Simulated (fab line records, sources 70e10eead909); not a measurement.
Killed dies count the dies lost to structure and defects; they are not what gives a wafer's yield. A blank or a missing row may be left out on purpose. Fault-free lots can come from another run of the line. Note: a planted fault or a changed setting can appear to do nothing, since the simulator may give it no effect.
Chamber matching | flow nand_harc | NHARC_A_STAIRCASE_TRIM_196 on rie_diel-03 has 4 sister chambers
The step chemistry O2, time 211.2 s. 16 wafers are shown with their chamber, then 8 later ones without.

WAFERS, EACH WITH ITS CHAMBER
wafer  | chamber | showerhead_plenum_p_Torr (Torr) | drypump_motor_current_A (A) | rf_vpp_V (V)
L080.1 | 0       | 3.49                            | 6.1                         | 56.5
L080.2 | 2       | 3.73                            | 6.1                         | 58.2
L080.3 | 3       | 3.67                            | 6.2                         | 59.1
L081.1 | 1       | 3.46                            | 6.3                         | 57.5
L081.3 | 2       | 3.72                            | 6.1                         | 57.7
L081.5 | 3       | 3.66                            | 6.2                         | 58.7
L087.3 | 2       | 3.72                            | 6.1                         | 58.0
L087.5 | 2       | 3.72                            | 6.0                         | 59.1
L087.6 | 1       | 3.45                            | 6.3                         | 57.3
L090.3 | 2       | 3.71                            | 6.0                         | 58.4
L090.4 | 0       | 3.47                            | 6.1                         | 57.1
L090.6 | 1       | 3.45                            | 6.3                         | 57.8
L094.1 | 0       | 3.47                            | 6.1                         | 56.7
L094.2 | 3       | 3.65                            | 6.2                         | 58.3
L094.3 | 1       | 3.44                            | 6.3                         | 56.8
L095.1 | 0       | 3.46                            | 6.1                         | 58.4

SIGNATURES (means of the wafers above)
reading                  | chamber 0 | chamber 1 | chamber 2 | chamber 3 | scatter within a chamber
showerhead_plenum_p_Torr | 3.4725    | 3.4500    | 3.7200    | 3.6600    | 0.00946
drypump_motor_current_A  | 6.100     | 6.300     | 6.060     | 6.200     | 0.0316
rf_vpp_V                 | 57.175    | 57.350    | 58.280    | 58.700    | 0.588
Rule: distance of a wafer from a chamber = root of the sum over the readings of ((wafer's reading minus chamber's mean) / reading's scatter) squared. If the next closest chamber is less than 2 further off than the closest, the wafer can't be placed; otherwise it belongs to the closest. The scatter: the root of (the sum of the squares of (reading less its chamber's mean) over the shown wafers, divided by (wafers less chambers)).

WAFERS WITHOUT THEIR CHAMBER
wafer  | showerhead_plenum_p_Torr (Torr) | drypump_motor_current_A (A) | rf_vpp_V (V)
L095.4 | 3.64                            | 6.2                         | 58.1
L095.6 | 3.44                            | 6.3                         | 56.5
L096.1 | 3.43                            | 6.3                         | 56.8
L096.3 | 3.70                            | 6.1                         | 58.8
L096.4 | 3.46                            | 6.0                         | 56.6
L096.2 | 3.64                            | 6.2                         | 58.4
L096.5 | 3.64                            | 6.2                         | 58.3
L096.6 | 3.70                            | 6.1                         | 58.9

WHICH CHAMBER EACH WENT THROUGH
wafer  | from the rows above | in truth
L095.4 | 3                   | 3
L095.6 | 1                   | 1
L096.1 | 1                   | 1
L096.3 | 2                   | 2
L096.4 | 0                   | 0
L096.2 | 3                   | 3
L096.5 | 3                   | 3
L096.6 | 2                   | 2
8 of 8 placed correctly. Not placeable from these rows: 0. Wrongly placed: 0.
